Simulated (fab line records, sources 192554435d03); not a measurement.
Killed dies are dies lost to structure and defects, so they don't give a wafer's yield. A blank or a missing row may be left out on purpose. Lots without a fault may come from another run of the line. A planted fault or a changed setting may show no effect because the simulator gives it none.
Chamber matching | flow n5_finfet | N5_FIN_SAQP_ETCH_34 on rie_diel-02: 4 sister chambers
The step etches SiO2 in C4F6/O2, target depth 45 nm, time 15 s. 18 wafers are shown with their chamber, then 9 later ones without.

WAFERS WITH THEIR CHAMBER
wafer  | chamber | rf_vpp_V (V) | showerhead_plenum_p_Torr (Torr) | throttle_valve_pct (%)
L077.2 | 2       | 670          | 2.82                            | 21.12
L077.3 | 1       | 679          | 2.93                            | 20.97
L077.6 | 1       | 679          | 2.93                            | 20.98
L079.1 | 1       | 680          | 2.93                            | 20.99
L079.5 | 2       | 670          | 2.82                            | 21.10
L079.6 | 1       | 681          | 2.93                            | 20.99
L081.3 | 3       | 659          | 2.91                            | 20.69
L081.4 | 0       | 660          | 2.82                            | 21.63
L081.5 | 3       | 659          | 2.91                            | 20.71
L084.2 | 2       | 671          | 2.82                            | 21.12
L084.4 | 3       | 658          | 2.90                            | 20.69
L084.5 | 1       | 681          | 2.93                            | 20.98
L087.1 | 1       | 678          | 2.92                            | 21.02
L087.3 | 2       | 670          | 2.81                            | 21.15
L087.6 | 1       | 680          | 2.92                            | 21.02
L089.3 | 0       | 662          | 2.81                            | 21.34
L089.4 | 3       | 658          | 2.90                            | 20.72
L089.5 | 1       | 678          | 2.92                            | 21.01

SIGNATURES (means of the wafers above)
reading                  | chamber 0 | chamber 1 | chamber 2 | chamber 3 | scatter within a chamber
rf_vpp_V                 | 661.00    | 679.50    | 670.25    | 658.50    | 0.991
showerhead_plenum_p_Torr | 2.8150    | 2.9263    | 2.8175    | 2.9050    | 0.00543
throttle_valve_pct       | 21.4850   | 20.9950   | 21.1225   | 20.7025   | 0.0577
Rule: a wafer's distance from a chamber is the root of the sum, over the readings, of the square of ((its reading less the chamber's mean) divided by the reading's scatter). The wafer belongs to the nearest chamber; if the next one is less than 2 further off, it can't be placed. The scatter: the root of (the sum of the squares of (reading less its chamber's mean) over the shown wafers, divided by (wafers less chambers)).

WAFERS WITHOUT THEIR CHAMBER
wafer  | rf_vpp_V (V) | showerhead_plenum_p_Torr (Torr) | throttle_valve_pct (%)
L094.2 | 662          | 2.81                            | 21.33
L094.3 | 679          | 2.92                            | 21.04
L094.5 | 659          | 2.89                            | 20.75
L095.4 | 678          | 2.91                            | 21.02
L095.5 | 658          | 2.89                            | 20.76
L095.6 | 661          | 2.81                            | 21.34
L097.1 | 662          | 2.81                            | 21.34
L097.3 | 669          | 2.80                            | 21.19
L097.4 | 659          | 2.89                            | 20.76

WHICH CHAMBER EACH WENT THROUGH
wafer  | from the rows above | in truth
L094.2 | 0                   | 0
L094.3 | 1                   | 1
L094.5 | 3                   | 3
L095.4 | 1                   | 1
L095.5 | 3                   | 3
L095.6 | 0                   | 0
L097.1 | 0                   | 0
L097.3 | 2                   | 2
L097.4 | 3                   | 3
Placed correctly: 9 of 9. Can't be placed from these rows: 0. Placed wrongly: 0.
